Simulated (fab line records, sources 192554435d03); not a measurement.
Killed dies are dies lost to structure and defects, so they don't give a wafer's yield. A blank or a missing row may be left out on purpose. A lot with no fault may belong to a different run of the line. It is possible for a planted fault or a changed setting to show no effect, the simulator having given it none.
A lot that was struck, set against a sound lot / flow n5Finfet / 37 out of 1938 route steps
Sound: wafers L525.3, L525.5, L525.6. Struck: wafers L515.2, L515.5, L515.6. Last of all comes the cause.
For every step that has rows: the tool of each side, followed by ch and its chambers, followed by its first start. Under that, the readings that differ: sound wafers / struck wafers / difference of the means / sigmas: that difference in standard deviations of wafers without a fault.
alike: readings whose means differ by less than 2 such deviations, and words and numbers that are the same on both sides. not compared: withheld readings, readings that some wafer has no value for, bounds like >300 that may hide the same value, and numbers for which the record gives no deviation and whose values overlap.
Wherever a step has rows on one side only, a row that says differs or no value, or a row with sigmas, the two part there. Numbers that don't overlap but have no deviation are shown without sigmas and don't part them. A reading that every wafer of one side lacks parts them only if that side has two wafers or more.

first, 9 steps without rows for these wafers: N5_BEOL_M4_ANNEAL_95 (time 240 s); N5_BEOL_M4_SPUTTER_96 (material Cu, target thk 4.5 nm, time 8.29 s); N5_BEOL_M4_ECD_50 (material Cu, target thk 300 nm); N5_BEOL_M4_ANNEAL_51 (time 90 s); N5_BEOL_M4_CMP_52 (polishes, stops on SiOC, t overpolish 6.8 s, target thk 40 nm); N5_BEOL_M4_PRE_CLEAN_60 (time 15 s); N5_BEOL_M4_CO_CAP_55 (material Co, precursor CCTBA/H2, target thk 2 nm, time 102.1 s); N5_BEOL_M4_PRE_CLEAN_56 (time 15 s); N5_BEOL_M4_DEP_57 (deposits SiCN from 3MS/NH3, target thk 8 nm, time 14 s).
N5_BEOL_M4_RC_MEAS_101:
  sound on prober-01 ch 0, day 12 17:58; struck on prober-02 ch 0, day 9 08:59
  alike: DIBL_N, DIBL_P, IOFF_N, IOFF_P, ION_N, ION_P, SS_N, SS_P, VT_N, VT_P
then, 24 steps without rows for these wafers: N5_BEOL_M5_ILD_DEP_00 (deposits SiCOH lowk from DEMS/porogen, target thk 140.64 nm, time 25.9 s); N5_BEOL_M5_CURE_79 (cures SiCOH lowk, time 240 s); N5_BEOL_M5_PECVD_70 (deposits SiO2 from TEOS/O2, target thk 16 nm, time 18 s); N5_BEOL_M5_HM_DEP_02 (deposits TiN, target thk 20 nm); N5_BEOL_M5_COAT_59 (time 60 s, resist thk 60 nm); N5_BEOL_M5_COAT_60 (time 60 s, resist thk 12 nm); N5_BEOL_M5_COAT_71 (time 60 s, resist thk 5 nm); N5_BEOL_M5_COAT_05 (resist thk 30 nm); N5_BEOL_M5_EBR_07; N5_BEOL_M5_SOFTBAKE_06 (time 60 s); N5_BEOL_M5_EXPOSE_08 (exposes mask M5, target cd 28 nm); N5_BEOL_M5_PEB_09 (peb time 60 s); N5_BEOL_M5_DEVELOP_10 (develop time 30 s); N5_BEOL_M5_DESCUM_16 (chemistry O2, time 7 s); N5_BEOL_M5_ETCH_72 (etches underlayer in N2/H2, target depth 6.5 nm, time 5.2 s); N5_BEOL_M5_ETCH_61 (etches SiARC in CF4, target depth 15.6 nm, time 26 s); N5_BEOL_M5_ETCH_62 (etches SOC in N2/H2, target depth 75 nm, overetch 15 nm, time 112.5 s); N5_BEOL_M5_STRIP_63 (strips in N2/H2); N5_BEOL_M5_STRIP_73 (strips in N2/H2); N5_BEOL_M5_STRIP_64 (strips in CF4); N5_BEOL_M5_HM_OPEN_17 (chemistry Cl2/BCl3, target TiN, target depth 20 nm, overetch 6 nm); N5_BEOL_M5_STRIP_19 (strips in O2); N5_BEOL_M5_COAT_65 (time 60 s, resist thk 60 nm); N5_BEOL_M5_COAT_66 (time 60 s, resist thk 12 nm).
N5_BEOL_M5_ETCH_67: etches SiARC in CF4, target depth 15.6 nm, time 26 s.
  sound on rieDiel-01 ch 1,2,3, day 12 21:39; struck on rieDiel-01 ch 2,3, day 9 13:21
  no value came back on the struck wafers for any of 8 readings (biasW (W), cf4FlowSccm (sccm) and others); on the sound wafers biasW (W) reads 36.06 35.85 36.03
reading=model.CAR-EUV_of_BEOL_M5_COAT_22.thkNm (nm); sound=11.2 11.2 11; struck=20.4 20.4 20.4; difference=+9.3; sigmas=
  not compared: rfHoursCounterH
N5_BEOL_M5_ETCH_68: etches SOC in N2/H2, target depth 80 nm, overetch 16 nm, time 120 s.
  sound on rieDiel-01 ch 1,2,3, day 12 21:41; struck on rieDiel-01 ch 2,3, day 9 13:23
reading=oesProductAu (a.u.); sound=0.54 0.66 0.53; struck=0.34 0.34 0.26; difference=-0.26; sigmas=-4
  alike: biasW, chamberPressureMTorr, drypumpMotorCurrentA, rfVppV, showerheadPlenumPTorr, throttleValvePct
  not compared: rfHoursCounterH
-- the record jumps here: 4 days lie between the struck wafers' starts before and after (it left off in module BEOL_M5 and takes up again in module PASSIVATION, whose first step shown is number 1936 of the route) --
N5_PASSIVATION_PROBE_49:
  sound on prober-02 at day 17 00:29; struck on prober-02 at day 14 01:02
reading=defectLimitedYield (%); sound=88.9 90.9 90.0; struck=0 0 0; difference=-90; sigmas=-60
reading=killed_at_M4_up; sound=14 19 26; struck=1104 1117 1113; difference=+1092; sigmas=+99 or more
reading=killedDies; sound=131 107 118; struck=1180 1180 1180; difference=+1061; sigmas=+62
reading=killedOnRim; sound=13 4 17; struck=152 152 152; difference=+141; sigmas=+32
reading=killedOpen; sound=91 76 84; struck=57 49 60; difference=-28; sigmas=-2
reading=sort_bin_5_function (%); sound=6.4 5.6 6.3; struck=96.9 97.7 97.4; difference=+91.2; sigmas=+95
reading=sortNPass; sound=1049 1073 1062; struck=0 0 0; difference=-1061; sigmas=-59
reading=sortYieldPct (%); sound=88.9 90.9 90.0; struck=0 0 0; difference=-90; sigmas=-60
  alike: killed_at_M0_to_M3, killedAtContacts, killedAtFrontEnd, killedAtOther, killedShort, sort_bin_6_memory

## WHERE THEY PART
Last at N5_PASSIVATION_PROBE_49 as far as this record goes, first at N5_BEOL_M5_ETCH_67.

WHY: what the simulator had put in
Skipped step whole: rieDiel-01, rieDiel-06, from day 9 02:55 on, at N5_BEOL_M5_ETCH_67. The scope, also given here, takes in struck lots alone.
